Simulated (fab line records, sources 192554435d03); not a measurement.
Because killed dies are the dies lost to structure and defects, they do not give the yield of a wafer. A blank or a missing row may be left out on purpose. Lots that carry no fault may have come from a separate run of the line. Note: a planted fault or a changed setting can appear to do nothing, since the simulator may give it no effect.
A struck lot beside a sound one ; flow n5Finfet ; 17 out of 1938 route steps
Sound: the wafers L852.2, L852.4, L852.5. Struck: wafer L862.4. (L862.5, L862.6 of the same lot were not struck and are left out.) The cause comes at the end.
At each step with rows: each side's tool, then ch and its chambers, then its first start. Under that, the readings that differ: sound wafers ; struck wafers ; difference of the means ; sigmas: that difference in standard deviations of wafers without a fault.
alike: a reading whose means differ by less than 2 such deviations, as well as words and numbers matching on both sides. not compared: withheld readings; readings where some wafer has no value; bounds like >300 that might hide an equal value; numbers whose values overlap and for which the record gives no deviation.
A row with sigmas, a row that says differs or no value, or rows on one side alone: a step with any of these is where the two part. Numbers that have no deviation but don't overlap get no sigmas and don't part them. A reading that every wafer of one side lacks parts them only if that side has two wafers or more.

first, 5 steps without rows for these wafers: N5_SD_EPI_N_EBR_05; N5_SD_EPI_N_SOFTBAKE_04 (time 60 s); N5_SD_EPI_N_EXPOSE_06 (exposes mask SD N BLK, target cd 120 nm); N5_SD_EPI_N_PEB_07 (peb time 60 s); N5_SD_EPI_N_DEVELOP_08 (develop time 30 s).
N5_SD_EPI_N_CD_MEAS_09 targets a cd of 120 nm.
  sound on cdSem-02 ch 0, day 4 23:21; struck on cdSem-03 ch 0, day 7 08:59
  alike: cdNm
N5_SD_EPI_N_OVL_MEAS_10:
  sound on overlay-02 ch 0, day 4 23:23; struck on overlay-02 ch 0, day 7 09:01
  alike: SD_N_BLK_OVL
N5_SD_EPI_N_INSPECT_11: inspects for defects (macro).
  sound on defectInspect-01, day 4 23:24; struck on defectInspect-01, day 7 09:02
  alike: rawDefectCount
N5_SD_EPI_N_DESCUM_14: chemistry O2, time 7.9 s.
  sound on rieDiel-01 ch 0,3, day 4 23:26; struck on rieDiel-01 ch 3, day 7 09:05
  alike: drypumpMotorCurrentA, oesProductAu, rfVppV, showerheadPlenumPTorr, throttleValvePct
  not compared: rfHoursCounterH
N5_SD_EPI_N_ETCH_34: etches SiARC in CF4, target depth 45.5 nm, time 75.8 s.
  sound on rieDiel-01 ch 0,3, day 4 23:28; struck on rieDiel-01 ch 3, day 7 09:07
  alike: drypumpMotorCurrentA, etchRfOnTimeS, oesProductAu, rfVppV, showerheadPlenumPTorr, throttleValvePct
  not compared: rfHoursCounterH
N5_SD_EPI_N_ETCH_35: etches SOC in N2/H2, overetch 108 nm, time 486 s.
  sound on rieDiel-01 ch 0,3, day 4 23:31; struck on rieDiel-01 ch 3, day 7 09:10
  alike: drypumpMotorCurrentA, n2FlowSccm, oesProductAu, rfVppV, showerheadPlenumPTorr, throttleValvePct
  not compared: rfHoursCounterH
then, 1 step without rows for these wafers: N5_SD_EPI_N_STRIP_36 (strips in N2/H2).
N5_SD_EPI_N_ETCHBACK_44: etches SiNx in CH3F/O2, stops on SiO2, target depth 14.5 nm.
  sound on rieDiel-01 ch 0,3, day 4 23:51; struck on rieDiel-01 ch 3, day 7 09:29
reading;sound;struck;difference;sigmas
model.SiARC_of_SD_EPI_N_COAT_33.thkNm (nm);16.6 16.4 16.2;17;+1;
  alike: drypumpMotorCurrentA, oes_o_777_au, oesProductAu, rfVppV, showerheadPlenumPTorr, throttleValvePct
  not compared: rfHoursCounterH
N5_SD_EPI_N_ETCH_45: etches SiOCN in CH3F/O2, target depth 6 nm.
  sound on rieDiel-01 ch 0,3, day 4 23:57; struck on rieDiel-01 ch 3, day 7 09:35
  alike: drypumpMotorCurrentA, oesProductAu, rfVppV, showerheadPlenumPTorr, throttleValvePct
  not compared: rfHoursCounterH
N5_SD_EPI_N_ETCH_16: etches SiO2 in CHF3/O2, target depth 5 nm.
  sound on rieDiel-01 ch 0,3, day 5 00:03; struck on rieDiel-01 ch 3, day 7 09:41
reading;sound;struck;difference;sigmas
model.SiARC_of_SD_EPI_N_COAT_33.thkNm (nm);13 12.8 12.8;13.4;+0.5;
  alike: drypumpMotorCurrentA, oes_o_777_au, oesProductAu, rfVppV, showerheadPlenumPTorr, throttleValvePct
  not compared: rfHoursCounterH
then, 1 step without rows for these wafers: N5_SD_EPI_N_STRIP_47 (strips in CHF3/O2).
-- record jumps: 5 days separate the struck wafers' starts on either side; left off in module SD_EPI_N, taken up again in module BEOL_M4, whose first shown step is the route's number 1111 --
N5_BEOL_M4_RC_MEAS_101:
  sound on prober-01 ch 0, day 9 20:46; struck on prober-01 ch 0, day 12 16:26
reading;sound;struck;difference;sigmas
IOFF_P (nA/um);0.179 0.180 0.168;0.237;+0.061;+2
ION_P (uA/um);445 448 443;462;+17;+3
VT_P (mV);-255 -257 -257;-249;+7;+2
  alike: DIBL_N, DIBL_P, IOFF_N, ION_N, SS_N, SS_P, VT_N

WHERE THEY PART
Within this record, at N5_BEOL_M4_RC_MEAS_101 only.

WHY: what had been put in by the simulator
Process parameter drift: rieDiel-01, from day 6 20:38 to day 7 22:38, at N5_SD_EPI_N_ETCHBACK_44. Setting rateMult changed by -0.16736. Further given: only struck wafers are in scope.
